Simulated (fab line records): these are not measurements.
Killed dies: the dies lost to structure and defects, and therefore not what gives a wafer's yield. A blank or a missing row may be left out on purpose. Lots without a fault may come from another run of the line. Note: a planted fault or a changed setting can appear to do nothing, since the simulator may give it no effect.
fab line records | flow nand-harc
record lots=24 wafers=72 last-day=33
route steps=1302 shown P_GATE@190 P_CONTACT@237
lots untouched by any fault: they come from a run of this same line in which no faults occurred
start-h: hours from the record's opening day to when the first of the lot's shown wafers began | wait-h: how many hours have passed since the lot's step before this one | " same as the row above | L1.1+2: a row that stands for several wafers | - either no value or no given start | * or withheld: withheld | < > ~ a bound
route shown NAME@n: names a module that has steps shown in the file, with the first one's number in the route | usual: mean/standard deviation taken from wafers without a fault | same: alike in all rows | chamber/n: place in a boat | sites: per-site readings | _std_site: the values' standard deviation | _edge_site: outer sites' mean less inner sites' | radius-mm: how far each site lies from the wafer's centre | mask NAME#n: copy n | behind: the most recent tool/chamber to have shaped the wafer | hold: what put the lot on hold/how long, in hours/how the hold closed | device: which transistor (n, p or np) failed to switch | end of line: tests run on the same wafers once the route is complete | a step without rows: its recipe alone | killed: the dies lost at the first sort to structure and to defects; this is not the yield of the wafer | map: a wafer's dies, marking killed ones x, the rest . and places with no die _
set.NAME: setting as actually run; set.NAME@STEP: the setting as run at that earlier step | model.NAME: the simulator's own value behind a step, which no gauge read
steps of the route over a sample of lots; a table a step, a row a wafer
services: the hour from which a tool's chamber was out of use, counted from the record's first day as start-h (under 0 if before that day), plus the number of hours and why
## steps
# step NHARC_P_GATE_STRIP_76
# recipe power-w=1500 temp-c=250 chemistry=O2
# usual drypump-motor-current-A=5.4/0.4 heater-power-w=315/19
# columns lot.wafer tool chamber start-h wait-h drypump-motor-current-A heater-power-w rf-hours-counter-h
L075.2 plasma-asher-01 1 116.21 0.2 5.3 317 26
L075.4 " 0 " " 5.3 294 -
L075.5 " 0 " " 5.3 291 -
L074.3 plasma-asher-01 0 116.84 0.2 5.3 294 -
L074.4 " 1 " " 5.3 310 -
L074.6 " 0 " " 5.4 288 -
L076.1 plasma-asher-01 0 136.32 0.2 5.3 284 29
L076.4 " 1 " " 5.3 308 -
L076.5 " 0 " " 5.3 288 -
L077.3 plasma-asher-01 0 150.69 0.2 5.3 286 -
L077.6 " 0 " " 5.3 286 -
L077.5 " 1 " " 5.3 311 -
L078.1 plasma-asher-01 1 151.00 0.2 5.3 312 32
L078.3 " 1 " " 5.3 307 -
L078.4 " 0 " " 5.3 289 -
L079.1 plasma-asher-02 0 157.36 0.2 4.9 325 15
L079.5 " 1 " " 6.1 318 -
L079.6 " 0 " " 4.8 324 -
L080.2 plasma-asher-02 0 177.89 0.2 4.8 333 18
L080.3 " 1 " " 6.0 319 -
L080.6 " 0 " " 4.8 333 -
L081.1 plasma-asher-02 0 181.77 0.2 4.8 335 19
L081.4 " 0 " " 4.8 319 -
L081.6 " 0 " " 4.8 322 -
L082.1 plasma-asher-02 0 190.34 0.2 4.8 328 21
L082.4 " 0 " " 4.9 324 -
L082.3 " 1 " " 6.0 325 -
L083.2 plasma-asher-02 1 199.23 0.2 6.0 320 23
L083.5 " 0 " " 4.8 327 -
L083.6 " 1 " " 6.0 325 -
L084.1 plasma-asher-02 1 216.89 0.2 6.0 318 26
L084.4 " 0 " " 4.8 331 -
L084.6 " 1 " " 6.0 310 -
L085.1 plasma-asher-01 0 218.90 0.2 5.3 292 10
L085.3 " 1 " " 5.3 333 -
L085.4 " 0 " " 5.3 286 -
L086.2 plasma-asher-01 1 235.71 0.2 5.3 332 13
L086.5 " 1 " " 5.3 336 -
L086.6 " 0 " " 5.3 292 -
L087.2 plasma-asher-01 0 247.33 0.2 5.3 293 14
L087.3 " 1 " " 5.3 334 -
L087.6 " 0 " " 5.3 299 -
L089.3 plasma-asher-02 1 260.65 0.2 6.1 342 -
L089.4 " 0 " " 4.8 301 -
L089.6 " 0 " " 4.8 311 -
L088.1 plasma-asher-01 0 261.50 0.2 5.3 291 19
L088.2 " 1 " " 5.3 343 19
L088.4 " 0 " " 5.3 285 -
L090.1 plasma-asher-01 0 272.42 0.2 5.3 294 21
L090.3 " 0 " " 5.3 295 -
L090.5 " 0 " " 5.3 294 -
L091.4 plasma-asher-02 0 277.31 0.2 4.8 310 -
L091.3 " 1 " " 6.0 345 -
L091.6 " 1 " " 6.0 340 -
L092.1 plasma-asher-02 0 291.66 0.2 4.9 307 7
L092.4 " 1 " " 6.0 341 -
L092.5 " 1 " " 6.0 343 -
L093.4 plasma-asher-01 1 306.80 0.1 5.3 330 -
L093.6 " 0 " " 5.3 292 -
L093.5 " 1 " " 5.3 341 -
L094.2 plasma-asher-02 0 311.78 0.2 4.8 303 10
L094.3 " 0 " " 4.9 308 -
L094.4 " 1 " " 6.0 347 -
L095.1 plasma-asher-01 1 317.63 0.2 5.3 334 30
L095.4 " 0 " " 5.3 289 -
L095.6 " 0 " " 5.3 285 -
L096.4 plasma-asher-02 0 338.64 0.1 4.8 298 -
L096.6 " 1 " " 6.0 342 -
L096.5 " 0 " " 4.8 302 -
L097.2 plasma-asher-01 1 339.20 0.2 5.3 328 35
L097.4 " 0 " " 5.3 295 -
L097.6 " 0 " " 5.3 294 -
# step NHARC_P_GATE_DESCUM_93
# recipe time-s=3 o2-flow-sccm=200 ar-flow-sccm=0 bias-power-w=0 chemistry=O2
# usual drypump-motor-current-A=5.7/0.42 oes-product-au=1.004/0.0094 rf-vpp-V=57.9/0.86 showerhead-plenum-p-Torr=1.94/0.069 throttle-valve-pct=11.310/0.0099
# same bias-power-w=0
# columns lot.wafer tool chamber start-h wait-h drypump-motor-current-A oes-product-au rf-hours-counter-h rf-vpp-V showerhead-plenum-p-Torr throttle-valve-pct
L075.4 rie-diel-10 0 117.18 - 5.8 1.013 3 56.7 1.88 11.320
L075.2 " 1 " " 5.9 1.002 3 57.9 1.90 11.306
L075.5 " 2 " " 4.9 1.022 - 58.8 2.03 11.314
L074.3 rie-diel-04 1 117.92 - 6.0 1.002 5 57.9 2.06 11.312
L074.4 " 2 " " 5.8 0.996 6 57.3 1.84 11.313
L074.6 " 0 " " 5.4 0.996 - 56.4 1.92 11.315
L076.4 rie-diel-04 2 137.28 - 5.8 0.994 6 56.1 1.84 11.296
L076.1 " 3 " " 5.4 1.008 6 56.7 1.92 11.320
L076.5 " 1 " " 6.0 1.014 - 59.2 2.06 11.312
L077.3 rie-diel-04 1 151.79 - 6.0 1.003 6 58.6 2.06 11.304
L077.5 " 2 " " 5.8 0.996 - 56.9 1.84 11.307
L077.6 " 3 " " 5.4 0.999 - 57.1 1.92 11.304
L078.1 rie-diel-04 0 152.08 - 5.4 1.013 6 59.0 1.92 11.323
L078.3 " 1 " " 6.1 1.007 6 57.9 2.06 11.320
L078.4 " 2 " " 5.8 1.004 7 56.9 1.84 11.313
L079.1 rie-diel-04 2 158.45 - 5.8 0.995 7 57.2 1.84 11.305
L079.6 " 0 " " 5.4 0.997 - 58.5 1.92 11.295
L079.5 " 1 " " 6.0 1.007 - 57.7 2.06 11.291
L080.3 rie-diel-09 1 178.87 - 6.6 0.982 1 57.2 1.87 11.335
L080.2 " 2 " " 5.7 1.001 1 56.5 1.88 11.302
L080.6 " 3 " " 6.0 1.013 - 57.9 2.01 11.319
L081.4 rie-diel-10 0 182.85 - 5.8 1.003 8 58.0 1.88 11.310
L081.1 " 3 " " 5.1 1.008 8 58.0 1.95 11.306
L081.6 " 1 " " 5.9 1.001 - 57.1 1.90 11.317
L082.4 rie-diel-04 2 191.30 - 5.8 0.994 0 57.8 1.84 11.299
L082.3 " 0 " " 5.4 0.980 0 57.8 1.92 11.293
L082.1 " 1 " " 6.0 0.990 0 58.6 2.06 11.332
L083.2 rie-diel-10 2 200.33 - 4.9 1.017 9 58.2 2.03 11.310
L083.5 " 0 " " 5.8 1.003 - 58.2 1.88 11.321
L083.6 " 1 " " 5.9 1.020 - 57.4 1.90 11.291
L084.1 rie-diel-10 1 217.97 - 6.0 1.002 10 58.5 1.90 11.301
L084.4 " 2 " " 4.9 1.002 9 58.8 2.03 11.309
L084.6 " 1 " " 6.0 1.007 - 58.3 1.90 11.321
L085.1 rie-diel-10 0 219.84 - 5.8 1.007 11 56.7 1.88 11.311
L085.4 " 1 " " 6.0 1.005 10 56.6 1.90 11.303
L085.3 " 2 " " 4.9 1.017 9 58.6 2.03 11.322
L086.2 rie-diel-10 0 236.79 - 5.8 1.004 13 57.1 1.87 11.302
L086.6 " 0 " " 5.8 1.002 - 57.8 1.87 11.313
L086.5 " 1 " " 5.9 1.012 - 58.3 1.90 11.290
L087.2 rie-diel-09 2 248.39 - 5.8 0.997 5 58.5 1.88 11.318
L087.3 " 3 " " 6.0 1.007 6 59.7 2.01 11.327
L087.6 " 3 " " 6.0 1.005 - 57.3 2.01 11.328
L089.4 rie-diel-09 3 261.72 - 6.0 1.012 8 58.6 2.01 11.305
L089.3 " 0 " " 5.7 1.004 8 58.7 2.03 11.303
L089.6 " 2 " " 5.7 0.991 - 56.9 1.88 11.307
L088.1 rie-diel-10 2 262.58 - 4.9 1.003 0 57.5 2.03 11.313
L088.4 " 3 " " 5.1 1.020 0 57.7 1.94 11.308
L088.2 " 1 " " 5.9 1.012 0 58.0 1.90 11.308
L090.3 rie-diel-09 0 273.51 - 5.7 1.016 8 58.4 2.03 11.302
L090.1 " 1 " " 6.7 0.987 6 58.7 1.87 11.306
L090.5 " 0 " " 5.7 1.005 - 57.4 2.03 11.296
L091.4 rie-diel-10 2 278.25 - 5.0 1.019 2 60.0 2.03 11.316
L091.3 " 0 " " 5.8 0.988 1 57.3 1.87 11.325
L091.6 " 1 " " 5.9 1.012 - 58.2 1.90 11.307
L092.4 rie-diel-10 0 292.74 - 5.8 0.997 3 57.1 1.87 11.315
L092.1 " 2 " " 5.0 1.012 3 57.7 2.03 11.314
L092.5 " 3 " " 5.1 1.013 - 57.5 1.94 11.322
L093.4 rie-diel-09 1 307.77 - 6.6 0.990 7 56.8 1.87 11.320
L093.5 " 1 " " 6.7 0.992 - 57.9 1.87 11.318
L093.6 " 2 " " 5.8 1.002 - 57.8 1.88 11.318
L094.4 rie-diel-04 0 312.87 - 5.4 0.988 8 58.9 1.91 11.304
L094.3 " 2 " " 5.8 0.995 7 57.0 1.84 11.319
L094.2 " 3 " " 5.4 0.999 8 58.5 1.92 11.321
L095.1 rie-diel-10 1 318.71 - 5.9 1.016 3 58.3 1.90 11.325
L095.4 " 2 " " 4.9 1.013 3 57.2 2.03 11.312
L095.6 " 1 " " 5.9 1.018 - 57.2 1.90 11.311
L096.4 rie-diel-10 0 339.72 - 5.8 0.993 5 57.7 1.87 11.315
L096.6 " 1 " " 5.9 1.015 - 57.7 1.90 11.302
L096.5 " 2 " " 4.9 1.005 - 58.9 2.03 11.318
L097.2 rie-diel-09 0 340.27 - 5.7 0.991 1 59.1 2.03 11.310
L097.4 " 3 " " 6.0 1.000 1 59.2 2.01 11.310
L097.6 " 0 " " 5.7 0.979 - 58.0 2.03 11.313
# step NHARC_P_GATE_RTA_80
# recipe temp-c=300 time-s=30
# usual wafer_temp_C_max=301.6/0.31
# columns lot.wafer tool chamber start-h wait-h wafer_temp_C_max
L075.2 rtp-anneal-01 0 119.43 - 301.4
L075.4 " 0 " " 301.5
L075.5 " 0 " " 301.8
L074.3 rtp-anneal-02 0 120.22 - 301.4
L074.4 " 0 " " 301.5
L074.6 " 0 " " 301.8
L076.1 rtp-anneal-01 0 139.50 - 301.4
L076.4 " 0 " " 301.5
L076.5 " 0 " " 301.3
L077.3 rtp-anneal-02 0 154.09 - 302.0
L077.5 " 0 " " 302.3
L077.6 " 0 " " 302.1
L078.1 rtp-anneal-01 0 154.79 - 301.4
L078.3 " 0 " " 301.2
L078.4 " 0 " " 301.5
L079.1 rtp-anneal-02 0 160.70 - 301.8
L079.5 " 0 " " 301.5
L079.6 " 0 " " 301.3
L080.2 rtp-anneal-02 0 181.13 - 301.7
L080.3 " 0 " " 301.9
L080.6 " 0 " " 301.7
L081.1 rtp-anneal-01 0 185.12 - 301.8
L081.4 " 0 " " 301.7
L081.6 " 0 " " 301.2
L082.1 rtp-anneal-01 0 193.64 - 301.4
L082.3 " 0 " " 301.6
L082.4 " 0 " " 302.0
L083.2 rtp-anneal-02 0 202.59 - 301.6
L083.5 " 0 " " 301.3
L083.6 " 0 " " 301.6
L084.1 rtp-anneal-01 0 220.22 - 301.7
L084.4 " 0 " " 301.8
L084.6 " 0 " " 301.1
L085.1 rtp-anneal-01 0 222.12 - 301.5
L085.3 " 0 " " 301.6
L085.4 " 0 " " 301.3
L086.2 rtp-anneal-02 0 239.07 - 301.6
L086.5 " 0 " " 301.7
L086.6 " 0 " " 301.8
L087.2 rtp-anneal-02 0 250.69 - 301.4
L087.3 " 0 " " 301.7
L087.6 " 0 " " 301.3
L089.3 rtp-anneal-02 0 264.04 - 301.3
L089.4 " 0 " " 301.4
L089.6 " 0 " " 301.6
L088.1 rtp-anneal-02 0 264.85 - 301.4
L088.2 " 0 " " 301.4
L088.4 " 0 " " 302.0
L090.1 rtp-anneal-02 0 275.74 - 301.7
L090.3 " 0 " " 301.8
L090.5 " 0 " " 301.8
L091.3 rtp-anneal-02 0 280.56 - 302.0
L091.4 " 0 " " 301.1
L091.6 " 0 " " 301.6
L092.1 rtp-anneal-01 0 294.97 - 301.5
L092.4 " 0 " " 301.4
L092.5 " 0 " " 301.6
L093.4 rtp-anneal-01 0 310.13 - 301.2
L093.5 " 0 " " 301.5
L093.6 " 0 " " 301.2
L094.2 rtp-anneal-02 0 315.15 - 301.3
L094.3 " 0 " " 301.0
L094.4 " 0 " " 301.4
L095.1 rtp-anneal-02 0 320.95 - 301.9
L095.4 " 0 " " 301.5
L095.6 " 0 " " 301.3
L096.4 rtp-anneal-01 0 342.03 - 301.3
L096.5 " 0 " " 301.2
L096.6 " 0 " " 301.4
L097.2 rtp-anneal-02 0 342.60 - 301.3
L097.4 " 0 " " 301.2
L097.6 " 0 " " 301.5
# step NHARC_P_GATE_RTA_82
# recipe temp-c=450 time-s=30
# usual lamp-power-pct=3.9/0.42 lamp_zone_2_pct=3.9/0.42 wafer_temp_C_max=452.3/0.49
# columns lot.wafer tool chamber start-h wait-h lamp-power-pct lamp_zone_2_pct wafer_temp_C_max
L075.2 rtp-anneal-01 0 119.89 - 4.2 4.2 452.6
L075.4 " 0 " " 4.2 4.2 452.0
L075.5 " 0 " " 4.2 4.2 451.8
L074.3 rtp-anneal-01 0 120.68 - 4.2 4.2 452.5
L074.4 " 0 " " 4.2 4.2 451.8
L074.6 " 0 " " 4.2 4.2 451.7
L076.1 rtp-anneal-02 0 139.96 - 3.3 3.3 452.8
L076.4 " 0 " " 3.3 3.3 453.1
L076.5 " 0 " " 3.3 3.3 452.0
L077.3 rtp-anneal-02 0 154.55 - 3.3 3.3 452.3
L077.5 " 0 " " 3.3 3.3 452.0
L077.6 " 0 " " 3.3 3.3 453.4
L078.1 rtp-anneal-01 0 155.26 - 4.2 4.2 452.1
L078.3 " 0 " " 4.2 4.2 452.2
L078.4 " 0 " " 4.2 4.2 451.2
L079.1 rtp-anneal-02 0 161.16 - 3.3 3.3 453.0
L079.5 " 0 " " 3.3 3.3 453.4
L079.6 " 0 " " 3.3 3.3 452.6
L080.2 rtp-anneal-02 0 181.59 - 3.3 3.3 451.4
L080.3 " 0 " " 3.3 3.3 453.1
L080.6 " 0 " " 3.3 3.3 453.7
L081.1 rtp-anneal-02 0 185.59 - 3.3 3.3 453.8
L081.4 " 0 " " 3.3 3.3 452.6
L081.6 " 0 " " 3.3 3.3 452.4
L082.1 rtp-anneal-02 0 194.10 - 3.3 3.3 453.0
L082.3 " 0 " " 3.3 3.3 452.3
L082.4 " 0 " " 3.3 3.3 452.9
L083.2 rtp-anneal-01 0 203.04 - 4.2 4.2 452.0
L083.5 " 0 " " 4.2 4.2 451.9
L083.6 " 0 " " 4.2 4.2 451.7
L084.1 rtp-anneal-02 0 220.68 - 3.3 3.3 452.1
L084.4 " 0 " " 3.3 3.3 452.0
L084.6 " 0 " " 3.3 3.3 452.9
L085.1 rtp-anneal-01 0 222.58 - 4.2 4.2 452.1
L085.3 " 0 " " 4.2 4.2 453.4
L085.4 " 0 " " 4.2 4.2 452.4
L086.2 rtp-anneal-01 0 239.53 - 4.2 4.2 452.0
L086.5 " 0 " " 4.2 4.2 452.3
L086.6 " 0 " " 4.2 4.2 451.9
L087.2 rtp-anneal-01 0 251.15 - 4.2 4.2 451.7
L087.3 " 0 " " 4.2 4.2 452.0
L087.6 " 0 " " 4.2 4.2 452.5
L089.3 rtp-anneal-01 0 264.54 - 4.2 4.2 452.4
L089.4 " 0 " " 4.2 4.2 452.8
L089.6 " 0 " " 4.2 4.2 452.4
L088.1 rtp-anneal-01 0 265.31 - 4.2 4.2 451.5
L088.2 " 0 " " 4.2 4.2 452.2
L088.4 " 0 " " 4.2 4.2 452.3
L090.1 rtp-anneal-01 0 276.20 - 4.2 4.2 452.1
L090.3 " 0 " " 4.2 4.2 452.3
L090.5 " 0 " " 4.2 4.2 452.5
L091.3 rtp-anneal-02 0 281.03 - 3.3 3.3 452.3
L091.4 " 0 " " 3.3 3.3 452.4
L091.6 " 0 " " 3.3 3.3 452.1
L092.1 rtp-anneal-01 0 295.43 - 4.2 4.2 452.3
L092.4 " 0 " " 4.2 4.2 452.0
L092.5 " 0 " " 4.2 4.2 451.8
L093.4 rtp-anneal-01 0 310.63 - 4.2 4.2 452.2
L093.5 " 0 " " 4.2 4.2 452.0
L093.6 " 0 " " 4.2 4.2 452.1
L094.2 rtp-anneal-01 0 315.65 - 4.2 4.2 451.9
L094.3 " 0 " " 4.2 4.2 452.1
L094.4 " 0 " " 4.2 4.2 452.5
L095.1 rtp-anneal-01 0 321.41 - 4.2 4.2 451.8
L095.4 " 0 " " 4.2 4.2 452.4
L095.6 " 0 " " 4.2 4.2 452.2
L096.4 rtp-anneal-01 0 342.51 - 4.2 4.2 452.4
L096.5 " 0 " " 4.2 4.2 452.5
L096.6 " 0 " " 4.2 4.2 452.0
L097.2 rtp-anneal-01 0 343.05 - 4.2 4.2 451.8
L097.4 " 0 " " 4.2 4.2 451.6
L097.6 " 0 " " 4.2 4.2 452.4
# step NHARC_P_CONTACT_ETCH_36
# recipe target-depth-a=2600 over-etch-frac=0.25 time-s=406.25 ion-energy-ev=200 n2-flow-sccm=150 h2-flow-sccm=150 ar-flow-sccm=0 rf-w=400 bias-w=150 chemistry=N2/H2
# usual drypump-motor-current-A=5.6/0.52 n2-flow-sccm=150.0/0.55 oes-product-au=1.003/0.0081 rf-vpp-V=431.2/2.7 showerhead-plenum-p-Torr=2.06/0.098 throttle-valve-pct=14.172/0.0088
# columns lot.wafer tool chamber start-h wait-h drypump-motor-current-A n2-flow-sccm oes-product-au rf-hours-counter-h rf-vpp-V showerhead-plenum-p-Torr throttle-valve-pct
L075.2 rie-diel-08 0 - - 4.8 150.2 0.990 3.5 434.0 2.21 14.163
L075.4 " 1 " " 6.3 150.2 1.016 3.7 431.8 2.07 14.185
L075.5 " 2 " " 5.9 149.8 0.998 - 427.9 1.97 14.163
L074.3 rie-diel-01 1 - - 5.4 149.5 1.006 2.6 435.5 2.20 14.178
L074.4 " 0 " " 5.1 150.1 0.998 3.0 431.1 2.02 14.163
L074.6 " 1 " " 5.3 149.5 1.001 - 436.4 2.20 14.174
L076.4 rie-diel-01 3 - - 5.3 149.9 0.993 3.3 429.3 1.95 14.172
L076.1 " 0 " " 5.1 149.3 0.989 3.4 428.2 2.02 14.167
L076.5 " 2 " " 6.3 150.7 1.012 - 433.9 2.14 14.172
L077.3 rie-diel-05 2 - - 5.2 150.7 0.998 3.4 431.3 2.04 14.166
L077.5 " 2 " " 5.2 149.7 0.994 - 431.5 2.04 14.173
L077.6 " 3 " " 6.0 149.6 1.007 - 426.7 1.91 14.170
L078.1 rie-diel-01 0 - - 5.1 150.2 1.000 3.9 430.7 2.02 14.167
L078.4 " 1 " " 5.4 150.2 0.996 3.5 434.4 2.20 14.187
L078.3 " 2 " " 6.3 150.6 1.011 3.3 434.5 2.14 14.193
L079.1 rie-diel-01 2 - - 6.4 150.9 1.004 3.6 432.5 2.14 14.162
L079.5 " 2 " " 6.3 151.0 1.004 - 432.1 2.14 14.166
L079.6 " 3 " " 5.3 150.6 0.999 - 426.9 1.95 14.160
L080.3 rie-diel-01 0 - - 5.0 149.8 0.999 4.9 429.7 2.02 14.173
L080.2 " 1 " " 5.4 149.6 1.000 4.6 434.0 2.20 14.178
L080.6 " 2 " " 6.3 149.5 1.022 - 434.1 2.14 14.175
L081.4 rie-diel-01 3 - - 5.3 149.7 1.009 5.5 427.9 1.95 14.160
L081.1 " 0 " " 5.1 149.3 1.005 5.2 429.6 2.02 14.161
L081.6 " 0 " " 5.1 150.2 1.009 - 429.1 2.02 14.170
L082.1 rie-diel-01 1 - - 5.4 148.9 0.993 5.2 434.7 2.20 14.187
L082.3 " 2 " " 6.3 150.1 1.003 5.1 433.3 2.14 14.181
L082.4 " 3 " " 5.3 149.9 1.007 5.8 427.9 1.95 14.184
L083.2 rie-diel-08 0 - - 4.8 151.2 1.005 0.1 436.7 2.21 14.172
L083.5 " 1 " " 6.3 150.2 1.007 - 430.6 2.07 14.183
L083.6 " 2 " " 5.9 150.4 0.997 - 428.8 1.97 14.177
L084.1 rie-diel-01 1 - - 5.4 150.8 1.005 0.3 434.8 2.20 14.182
L084.4 " 3 " " 5.3 150.3 1.009 0.3 427.3 1.95 14.156
L084.6 " 1 " " 5.4 150.4 0.998 - 434.3 2.20 14.182
L085.4 rie-diel-05 2 - - 5.1 150.0 0.992 6.4 429.9 2.04 14.177
L085.1 " 3 " " 6.0 149.5 1.010 6.0 426.3 1.91 14.184
L085.3 " 0 " " 6.5 150.5 1.004 5.7 433.1 2.15 14.180
L086.2 rie-diel-08 2 - - 5.9 150.0 0.984 1.0 429.6 1.97 14.156
L086.6 " 1 " " 6.3 149.3 0.982 - 431.0 2.07 14.184
L086.5 " 2 " " 6.0 150.5 0.993 - 428.4 1.97 14.177
L087.2 rie-diel-01 1 - - 5.4 151.0 1.006 1.0 435.5 2.20 14.162
L087.3 " 2 " " 6.3 151.1 1.014 1.0 433.5 2.14 14.176
L087.6 " 2 " " 6.3 151.1 1.007 - 431.9 2.14 14.173
L089.3 rie-diel-08 0 - - 4.8 149.5 1.000 1.4 435.5 2.21 14.145
L089.6 " 1 " " 6.3 149.8 1.007 - 432.8 2.07 14.179
L089.4 " 0 " " 4.8 149.3 1.006 - 434.4 2.21 14.169
L088.1 rie-diel-01 1 - - 5.4 149.9 0.998 1.5 433.9 2.20 14.169
L088.2 " 2 " " 6.3 150.5 0.998 1.5 433.1 2.14 14.179
L088.4 " 3 " " 5.3 149.7 1.019 1.3 429.1 1.95 14.175
L090.3 rie-diel-05 0 - - 6.4 149.6 1.006 1.3 433.9 2.15 14.174
L090.1 " 3 " " 6.1 150.2 1.014 2.5 427.1 1.91 14.166
L090.5 " 0 " " 6.5 150.2 0.996 - 432.9 2.15 14.181
L091.4 rie-diel-01 3 - - 5.3 149.7 1.006 1.9 428.2 1.94 14.182
L091.3 " 0 " " 5.1 150.0 0.994 2.0 430.3 2.02 14.178
L091.6 " 3 " " 5.3 150.3 1.016 - 428.0 1.94 14.182
L092.4 rie-diel-05 3 - - 6.0 150.3 1.005 3.8 425.8 1.91 14.175
L092.1 " 2 " " 5.1 149.9 1.013 3.5 431.3 2.04 14.162
L092.5 " 3 " " 6.0 149.8 1.003 - 427.2 1.91 14.192
L093.4 rie-diel-08 0 - - 4.8 150.1 0.998 2.9 435.8 2.21 14.159
L093.6 " 2 " " 6.0 149.9 1.000 - 429.7 1.97 14.167
L093.5 " 3 " " 6.0 149.3 1.011 - 432.6 2.13 14.168
L094.4 rie-diel-05 0 - - 6.5 148.9 1.000 3.1 433.5 2.15 14.164
L094.3 " 1 " " 5.3 149.2 1.002 4.0 429.2 1.99 14.171
L094.2 " 2 " " 5.1 149.4 1.009 4.2 428.9 2.04 14.174
L095.1 rie-diel-01 3 - - 5.3 149.5 0.999 2.9 429.8 1.94 14.170
L095.4 " 1 " " 5.4 151.1 1.002 3.2 434.0 2.20 14.162
L095.6 " 0 " " 5.1 150.3 1.000 - 429.5 2.02 14.166
L096.4 rie-diel-05 2 - - 5.1 149.3 1.010 6.0 430.3 2.04 14.183
L096.6 " 1 " " 5.3 149.7 1.015 - 428.2 1.99 14.165
L096.5 " 2 " " 5.2 148.6 1.011 - 430.4 2.04 14.156
L097.2 rie-diel-01 2 - - 6.2 150.7 1.009 3.9 433.4 2.14 14.176
L097.4 " 3 " " 5.3 148.0 1.010 3.7 428.5 1.94 14.173
L097.6 " 1 " " 5.4 149.9 1.011 - 435.0 2.20 14.163
# step NHARC_P_CONTACT_CVD_23
# recipe target-thk-a=2000 temp-c=300 pressure-torr=40 wf6-flow-sccm=40 h2-flow-sccm=1600 ar-flow-sccm=1560 time-s=557 material=W
# usual heater-power-w=464/33 throttle-valve-pct=7.85/0.22
# columns lot.wafer tool chamber start-h wait-h heater-power-w throttle-valve-pct
L075.2 cvd-w-02 0 - - 516 7.71
L075.4 " 0 " " 528 7.71
L075.5 " 1 " " 444 7.45
L074.3 cvd-w-01 1 - - 405 7.79
L074.4 " 0 " " 478 7.97
L074.6 " 1 " " 406 7.82
L076.1 cvd-w-01 0 - - 464 7.82
L076.4 " 1 " " 411 7.99
L076.5 " 0 " " 471 8.05
L077.3 cvd-w-01 1 - - 407 8.27
L077.5 " 1 " " 414 8.19
L077.6 " 0 " " 457 7.90
L078.1 cvd-w-01 0 - - 476 7.99
L078.4 " 0 " " 472 8.13
L078.3 " 1 " " 409 8.16
L079.1 cvd-w-02 0 - - 538 7.55
L079.5 " 0 " " 523 7.61
L079.6 " 1 " " 453 7.50
L080.2 cvd-w-02 0 - - 514 7.70
L080.3 " 0 " " 525 7.72
L080.6 " 1 " " 460 7.79
L081.1 cvd-w-02 1 - - 460 7.80
L081.4 " 0 " " 521 7.50
L081.6 " 0 " " 525 7.51
L082.1 cvd-w-02 0 - - 518 7.50
L082.4 " 1 " " 464 7.48
L082.3 " 0 " " 528 7.53
L083.2 cvd-w-01 1 - - 434 7.76
L083.5 " 1 " " 439 7.93
L083.6 " 0 " " 467 7.86
L084.1 cvd-w-02 1 - - 465 7.79
L084.4 " 1 " " 459 7.93
L084.6 " 1 " " 467 7.86
L085.1 cvd-w-01 0 - - 478 8.04
L085.4 " 0 " " 451 7.85
L085.3 " 1 " " 424 7.79
L086.2 cvd-w-01 1 - - 433 7.91
L086.5 " 1 " " 435 7.93
L086.6 " 0 " " 477 7.49
L087.2 cvd-w-02 1 - - 464 7.65
L087.3 " 0 " " 510 7.71
L087.6 " 1 " " 471 7.90
L089.3 cvd-w-01 1 - - 435 7.64
L089.4 " 0 " " 465 8.20
L089.6 " 0 " " 471 7.98
L088.2 cvd-w-02 0 - - 537 7.74
L088.1 " 1 " " 460 7.68
L088.4 " 0 " " 529 7.64
L090.1 cvd-w-01 1 - - 427 8.09
L090.3 " 0 " " 470 7.96
L090.5 " 1 " " 430 7.97
L091.4 cvd-w-01 0 - - 470 8.27
L091.3 " 1 " " 430 7.80
L091.6 " 1 " " 418 7.88
L092.1 cvd-w-01 1 - - 424 7.90
L092.4 " 0 " " 485 8.13
L092.5 " 1 " " 437 8.19
L093.4 cvd-w-01 1 - - 442 7.98
L093.6 " 1 " " 433 7.72
L093.5 " 0 " " 483 8.04
L094.2 cvd-w-02 1 - - 467 8.15
L094.3 " 1 " " 460 7.90
L094.4 " 0 " " 491 7.66
L095.1 cvd-w-01 0 - - 482 8.34
L095.4 " 0 " " 485 8.26
L095.6 " 1 " " 418 7.95
L096.4 cvd-w-01 1 - - 436 7.95
L096.6 " 1 " " 442 8.16
L096.5 " 0 " " 486 8.22
L097.2 cvd-w-02 0 - - 491 7.42
L097.4 " 0 " " 490 7.73
L097.6 " 1 " " 468 7.99
## services
# columns tool chamber start-h hours kind
cvd-w-02 - 96.86 0.9 repair
rie-diel-04 0 110.28 1.3 repair
rie-diel-04 2 124.07 7.6 repair
rie-diel-04 0 130.44 4.2 repair
plasma-asher-01 - 131.38 0.9 repair
plasma-asher-01 - 138.19 3.7 repair
plasma-asher-02 - 150.38 2.6 repair
plasma-asher-02 - 153.00 3.4 repair
rie-diel-01 3 164.12 4.4 repair
plasma-asher-01 - 165.00 9.0 pm
rie-diel-04 - 177.90 9.0 pm
cvd-w-01 - 185.41 13.0 pm
rie-diel-01 - 203.80 9.0 pm
cvd-w-02 0 221.14 5.8 repair
rie-diel-01 - 221.23 0.6 repair
rie-diel-01 0 228.24 3.9 repair
rie-diel-10 - 242.50 9.0 pm
plasma-asher-02 - 249.00 9.0 pm
cvd-w-01 1 250.95 1.8 repair
cvd-w-02 - 269.91 13.0 pm
plasma-asher-01 - 275.60 1.7 repair
rie-diel-04 1 293.79 5.0 repair
plasma-asher-01 - 342.00 9.0 pm
rie-diel-04 0 342.95 27.6 repair
## key
fault none
